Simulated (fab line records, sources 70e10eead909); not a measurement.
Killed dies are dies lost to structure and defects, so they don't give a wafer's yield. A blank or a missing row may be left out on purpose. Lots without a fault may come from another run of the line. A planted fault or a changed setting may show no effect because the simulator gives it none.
Which tool did it? | flow nand_harc | 12 lots, 36 wafers sampled, at 2 steps of a route of 1159

WHAT THE GAUGES READ, wafer by wafer
NHARC_A_SGD_CUT_THK_MEAS_22: measures by ellipsometry.
lot  | measured     | on            | thk_nm (nm)
L074 | day 13 23:32 | film_metro-02 | 145.5 147.5 146.7
L078 | day 14 21:37 | film_metro-01 | 147.9 146.9 146.9
L080 | day 15 05:16 | film_metro-02 | 147.8 146.0 151.2
L082 | day 15 15:26 | film_metro-02 | 149.9 151.6 148.0
L084 | day 16 13:19 | film_metro-01 | 150.7 149.2 149.1
L086 | day 16 22:05 | film_metro-01 | 147.6 150.0 147.8
L085 | day 16 22:13 | film_metro-01 | 148.1 145.6 147.7
L089 | day 17 18:27 | film_metro-02 | 148.5 146.5 148.0
L092 | day 18 10:38 | film_metro-01 | 148.9 145.5 148.6
L094 | day 18 21:54 | film_metro-01 | 147.2 147.9 150.3
L095 | day 19 10:38 | film_metro-01 | 147.0 150.5 146.8
L096 | day 19 10:40 | film_metro-01 | 148.6 146.4 147.4

WHICH TOOL RAN EACH LOT (tool, then ch and the chambers of the sampled wafers, then the start)
lot  | NHARC_A_SGD_CUT_ETCH_16
L074 | rie_diel-10 ch 0,2,3, day 13 23:32 or earlier
L078 | rie_diel-08 ch 1,2, day 14 21:37 or earlier
L080 | rie_diel-10 ch 2,3, day 15 05:16 or earlier
L082 | rie_diel-02 ch 0,1,2, day 15 15:26 or earlier
L084 | rie_diel-10 ch 0,2,3, day 16 13:19 or earlier
L086 | rie_diel-08 ch 0,1,3, day 16 22:05 or earlier
L085 | rie_diel-08 ch 0,2,3, day 16 22:13 or earlier
L089 | rie_diel-08 ch 0,1,2, day 17 18:27 or earlier
L092 | rie_diel-10 ch 0,1, day 18 10:38 or earlier
L094 | rie_diel-08 ch 1,2,3, day 18 21:54 or earlier
L095 | rie_diel-08 ch 0,2,3, day 19 10:38 or earlier
L096 | rie_diel-08 ch 0,2,3, day 19 10:40 or earlier
- NHARC_A_SGD_CUT_ETCH_16: etches the open film in C4F8/O2/Ar, target depth 310.5 nm, time 155.2 s.

THE ANSWER, worked out from the rows above alone
Rule: what is usual is taken from the lots themselves. Put in order of their means at a reading, lots are off if they are a third of the lots or fewer, leave a main group of 4 or more, and stand apart from it by a gap of 3 or more times the standard deviation of the main group's means; of several such gaps the widest counts. A main group whose means are all the same, to the digits that the tables above print for the reading, isn't used. A lot without any number at a reading at which 4 lots or more have one is off too. The other lots that the step has rows for count as sound.
No lot is off at any reading shown: from this, nothing can be told.

WHAT THE SIMULATOR HAD PUT IN
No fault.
